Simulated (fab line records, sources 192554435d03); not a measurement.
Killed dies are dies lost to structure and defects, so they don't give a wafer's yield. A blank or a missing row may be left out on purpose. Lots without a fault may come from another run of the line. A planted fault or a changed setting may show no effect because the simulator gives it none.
A struck lot beside a sound one | flow n5_finfet | 16 steps out of a route of 1938
Sound: wafers L870.1, L870.3, L870.4. Struck: wafers L880.1, L880.4, L880.5. The cause comes at the end.
At each step with rows: each side's tool, then ch and its chambers, then its first start. Under that, the readings that differ: sound wafers | struck wafers | difference of the means | sigmas: that difference in standard deviations of wafers without a fault.
alike: readings whose means differ by less than 2 such deviations, and words and numbers that are the same on both sides. not compared: withheld readings, readings that some wafer has no value for, bounds like >300 that may hide the same value, and numbers for which the record gives no deviation and whose values overlap.
The two part at a step that has a row with sigmas, a row that says differs or no value, or rows on one side only. Numbers that don't overlap but have no deviation are shown without sigmas and don't part them. A reading that every wafer of one side lacks parts them only if that side has two wafers or more.

N5_MOL_CONTACT_COAG_ETCH_48: etches SiOC in C4F6/O2, target depth 15 nm, overetch 4.5 nm, time 17 s.
  sound on rie_diel-06 ch 0,1,2, day 5 20:37; struck on rie_diel-05 ch 0,1,3, day 8 14:32
  alike: drypump_motor_current_A, oes_o_777_au, oes_product_au, rf_vpp_V, showerhead_plenum_p_Torr, throttle_valve_pct
  not compared: rf_hours_counter_h
N5_MOL_CONTACT_COAG_STRIP_72: strips in N2/H2.
  sound on rie_diel-06 ch 0,1,2, day 5 20:40; struck on rie_diel-05 ch 0,1,3, day 8 14:35
  alike: drypump_motor_current_A, oes_product_au, power_w, rf_vpp_V, showerhead_plenum_p_Torr, throttle_valve_pct
  not compared: rf_hours_counter_h
N5_MOL_CONTACT_COAG_STRIP_49: strips in N2/H2, time 30 s.
  sound on plasma_asher-01 ch 0,1, day 5 20:45; struck on plasma_asher-01 ch 0, day 8 14:40
  alike: drypump_motor_current_A, heater_power_w
  not compared: rf_hours_counter_h
then, 2 steps without rows for these wafers: N5_MOL_CONTACT_COAG_PRECLEAN_138 (cleans in alkaline clean, time 60 s); N5_MOL_CONTACT_COAG_SRD_139 (time 30 s).
N5_MOL_CONTACT_COAG_CD_MEAS_101: target cd 16 nm.
  sound on cd_sem-01, day 5 20:54; struck on cd_sem-03, day 8 14:49
  alike: cd_nm
then, 1 step without rows for these wafers: N5_MOL_CONTACT_COAG_PRE_CLEAN_121.
N5_MOL_CONTACT_COAG_CVD_140: deposits W, target thk 66.5 nm, time 215 s.
  sound on cvd_w-02 ch 0,1, day 5 21:02; struck on cvd_w-02 ch 0,1, day 8 14:57
  alike: heater_power_w
then, 2 steps without rows for these wafers: N5_MOL_CONTACT_COAG_PRECLEAN_127 (cleans in DIW, time 57.5 s); N5_MOL_CONTACT_COAG_SRD_128 (dry time 32 s).
N5_MOL_CONTACT_COAG_CMP_52: polishes, stops on SiO2, t overpolish 1.5 s, target thk 66.5 nm.
  sound on cmp-04 ch 1,2,3, day 5 21:21; struck on cmp-03 ch 1,3, day 8 15:20
  alike: motor_current_A, overpolish_run_s, time_to_endpoint_s
N5_MOL_CONTACT_COAG_THK_MEAS_53:
  sound on film_metro-02, day 5 21:38; struck on film_metro-02, day 8 15:36
  alike: VIA_MOL_THK
N5_MOL_CONTACT_COAG_ANNEAL_112: time 1800 s.
  sound on hp_anneal-01 ch 0, day 6 00:23; struck on hp_anneal-01 ch 0, day 8 15:37
  reading                   | sound             | struck            | difference | sigmas
  spike_tc_bottom_C (C)     | 426.9 427.1 426.2 | 418.7 418.0 414.3 | -9.7       | -9
  spike_tc_centre_C (C)     | 399.7 399.8 401.3 | 389.9 391.1 391.3 | -9.5       | -10
  spike_tc_lower_C (C)      | 399.8 399.6 398.3 | 389.5 390.2 389.6 | -9.5       | -10
  spike_tc_top_C (C)        | 431.2 430.5 431.5 | 420.9 421.1 420.5 | -10.2      | -9
  spike_tc_upper_C (C)      | 400.9 399.5 400.6 | 390.7 391.4 390.9 | -9.3       | -8
  wafer_temp_C_max          | 402.7 402.3 401.7 | 393.0 392.9 393.7 | -9.0       | -18
  zone_power_bottom_pct (%) | 11.91 11.88 12.18 | 11.63 11.62 11.65 | -0.36      | -3
  zone_power_centre_pct (%) | 9.16 9.32 9.29    | 9.11 8.99 9.03    | -0.21      | -2
  zone_power_lower_pct (%)  | 8.33 8.32 8.33    | 8.00 8.16 8.17    | -0.22      | -3
  zone_power_top_pct (%)    | 21.92 21.82 21.76 | 21.01 21.08 20.98 | -0.81      | -4
  zone_power_upper_pct (%)  | 9.17 9.14 9.32    | 8.91 8.85 8.83    | -0.35      | -4
N5_MOL_CONTACT_COAG_INSPECT_97: inspects for defects (darkfield).
  sound on defect_inspect-01, day 6 03:25; struck on defect_inspect-02, day 8 18:39
  alike: raw_defect_count
-- the record jumps here: 4 days lie between the struck wafers' starts before and after (it left off in module MOL_CONTACT_COAG and takes up again in module BEOL_M4, whose first step shown is number 1111 of the route) --
N5_BEOL_M4_RC_MEAS_101:
  sound on prober-02 ch 0, day 8 13:04; struck on prober-02 ch 0, day 12 11:06
  reading        | sound          | struck         | difference | sigmas
  DIBL_P (mV/V)  | 37.0 32.9 31.7 | 40.3 42.1 39.6 | +6.8       | +3
  IOFF_N (nA/um) | 0.16 0.12 0.09 | 0.20 0.24 0.20 | +0.09      | +2
  SS_N (mV/dec)  | 71.6 71.3 70.3 | 72.6 73.1 71.8 | +1.4       | +2
  SS_P (mV/dec)  | 73.8 72.5 72.8 | 74.5 75.0 74.8 | +1.7       | +2
  alike: DIBL_N, IOFF_P, ION_N, ION_P, VT_N, VT_P
then, 1 step without rows for these wafers: N5_PASSIVATION_PROBE_49.

WHERE THEY PART
First at N5_MOL_CONTACT_COAG_ANNEAL_112; last, within this record, at N5_BEOL_M4_RC_MEAS_101.

WHY: what the simulator had put in
Process parameter drift: hp_anneal-01, from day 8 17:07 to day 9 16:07, at N5_MOL_CONTACT_COAG_ANNEAL_112. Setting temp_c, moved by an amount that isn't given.
